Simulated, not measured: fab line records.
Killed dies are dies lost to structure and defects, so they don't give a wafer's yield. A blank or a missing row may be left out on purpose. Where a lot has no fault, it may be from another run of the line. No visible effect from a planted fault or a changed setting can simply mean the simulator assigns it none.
A lot that was struck, set against a sound lot -- flow n5Finfet -- 38 out of 1938 route steps
Sound: these wafers, L113.2, L113.3, L113.4. Struck: wafer L102.2 (L102.4, L102.5, from the same lot, were not struck and are left out); the cause is given at the end.
For every step that has rows: the tool of each side, followed by ch and its chambers, followed by its first start. Under that, the readings that differ: sound wafers -- struck wafers -- difference of the means -- sigmas: that difference in standard deviations of wafers without a fault.
alike: words and numbers the same on both sides, and readings whose means are apart by under 2 such deviations; not compared: readings that were withheld, readings missing a value for some wafer, numbers with overlapping values and no deviation given by the record, and bounds like >300 which may hide the same value.
The two part at a step that has a row with sigmas, a row that says differs or no value, or rows on one side only. Numbers that don't overlap but have no deviation are shown without sigmas and don't part them. Lack of a reading on every wafer of one side parts them only where that side has two or more wafers.

first, 9 steps without rows for these wafers: N5_BEOL_M4_ANNEAL_95 (time 240 s); N5_BEOL_M4_SPUTTER_96 (material Cu, target thk 4.5 nm, time 8.29 s); N5_BEOL_M4_ECD_50 (material Cu, target thk 300 nm); N5_BEOL_M4_ANNEAL_51 (time 90 s); N5_BEOL_M4_CMP_52 (polishes, stops on SiOC, t overpolish 6.8 s, target thk 40 nm); N5_BEOL_M4_PRE_CLEAN_60 (time 15 s); N5_BEOL_M4_CO_CAP_55 (material Co, precursor CCTBA/H2, target thk 2 nm, time 102.1 s); N5_BEOL_M4_PRE_CLEAN_56 (time 15 s); N5_BEOL_M4_DEP_57 (deposits SiCN from 3MS/NH3, target thk 8 nm, time 14 s).
N5_BEOL_M4_RC_MEAS_101:
  sound on prober-02 ch 0, day 12 13:05; struck on prober-01 ch 0, day 9 08:05
  alike: DIBL_N, DIBL_P, IOFF_N, IOFF_P, ION_N, ION_P, SS_N, SS_P, VT_N, VT_P
then, 24 steps without rows for these wafers: N5_BEOL_M5_ILD_DEP_00 (deposits SiCOH lowk from DEMS/porogen, target thk 140.64 nm, time 25.9 s); N5_BEOL_M5_CURE_79 (cures SiCOH lowk, time 240 s); N5_BEOL_M5_PECVD_70 (deposits SiO2 from TEOS/O2, target thk 16 nm, time 18 s); N5_BEOL_M5_HM_DEP_02 (deposits TiN, target thk 20 nm); N5_BEOL_M5_COAT_59 (time 60 s, resist thk 60 nm); N5_BEOL_M5_COAT_60 (time 60 s, resist thk 12 nm); N5_BEOL_M5_COAT_71 (time 60 s, resist thk 5 nm); N5_BEOL_M5_COAT_05 (resist thk 30 nm); N5_BEOL_M5_EBR_07; N5_BEOL_M5_SOFTBAKE_06 (time 60 s); N5_BEOL_M5_EXPOSE_08 (exposes mask M5, target cd 28 nm); N5_BEOL_M5_PEB_09 (peb time 60 s); N5_BEOL_M5_DEVELOP_10 (develop time 30 s); N5_BEOL_M5_DESCUM_16 (chemistry O2, time 7 s); N5_BEOL_M5_ETCH_72 (etches underlayer in N2/H2, target depth 6.5 nm, time 5.2 s); N5_BEOL_M5_ETCH_61 (etches SiARC in CF4, target depth 15.6 nm, time 26 s); N5_BEOL_M5_ETCH_62 (etches SOC in N2/H2, target depth 75 nm, overetch 15 nm, time 112.5 s); N5_BEOL_M5_STRIP_63 (strips in N2/H2); N5_BEOL_M5_STRIP_73 (strips in N2/H2); N5_BEOL_M5_STRIP_64 (strips in CF4); N5_BEOL_M5_HM_OPEN_17 (chemistry Cl2/BCl3, target TiN, target depth 20 nm, overetch 6 nm); N5_BEOL_M5_STRIP_19 (strips in O2); N5_BEOL_M5_COAT_65 (time 60 s, resist thk 60 nm); N5_BEOL_M5_COAT_66 (time 60 s, resist thk 12 nm).
N5_BEOL_M8_CMP_52: polishes, stops on SiCOH lowk, t overpolish 6.9 s, target thk 80 nm.
  sound on cmp-03 ch 0,1,2, day 14 02:10; struck on cmp-04 ch 1, day 10 21:42
reading,sound,struck,difference,sigmas
barrierFieldEndpointS (s),29.9 29.3 28.7,46.7,+17.4,+18
overpolishRunS (s),6.892 6.915 6.908,0.039,-6.866,-99 or more
timeToEndpointS (s),71 66 60,81,+15,+4
  alike: motorCurrentA, platenRpm
N5_BEOL_M8_THK_MEAS_53: measures by xrf.
  sound on filmMetro-02 at day 14 02:28; struck on filmMetro-02 at day 10 21:58
reading,sound,struck,difference,sigmas
M8_THK (nm),83 81 74,192,+113,+38
N5_BEOL_M8_INSPECT_58: inspects for defects (darkfield).
  sound on defectInspect-01 at day 14 02:38; struck on defectInspect-02 at day 10 22:07
reading,sound,struck,difference,sigmas
rawDefectCount,68 62 66,1118,+1053,+40
-- a jump in the record: the struck wafers' starts before and after are 3 days apart (it breaks off in module BEOL_M8 and resumes in module PASSIVATION, where the first step shown is number 1936 of the route) --
N5_PASSIVATION_PROBE_49:
  sound on prober-02 at day 17 11:13; struck on prober-01 at day 13 13:46
reading,sound,struck,difference,sigmas
defectLimitedYield (%),92.8 93.5 91.3,0,-93,-62
killed_at_M4_up,10 9 8,1097,+1088,+99 or more
killedDies,85 77 103,1180,+1092,+61
killedOnRim,13 16 11,152,+139,+36
sortNPass,1095 1103 1077,0,-1092,-61
sortYieldPct (%),92.8 93.5 91.3,0,-93,-62
  alike: killed_at_M0_to_M3, killedAtContacts, killedAtFrontEnd, killedAtOther, killedOpen, killedShort, sort_bin_5_function, sort_bin_6_memory

WHERE THEY PART
Last at N5_PASSIVATION_PROBE_49 as far as this record goes, first at N5_BEOL_M8_CMP_52.

WHY: the cause the simulator had injected
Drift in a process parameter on cmp-04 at N5_BEOL_M8_CMP_52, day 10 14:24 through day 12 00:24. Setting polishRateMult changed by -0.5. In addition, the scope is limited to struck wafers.
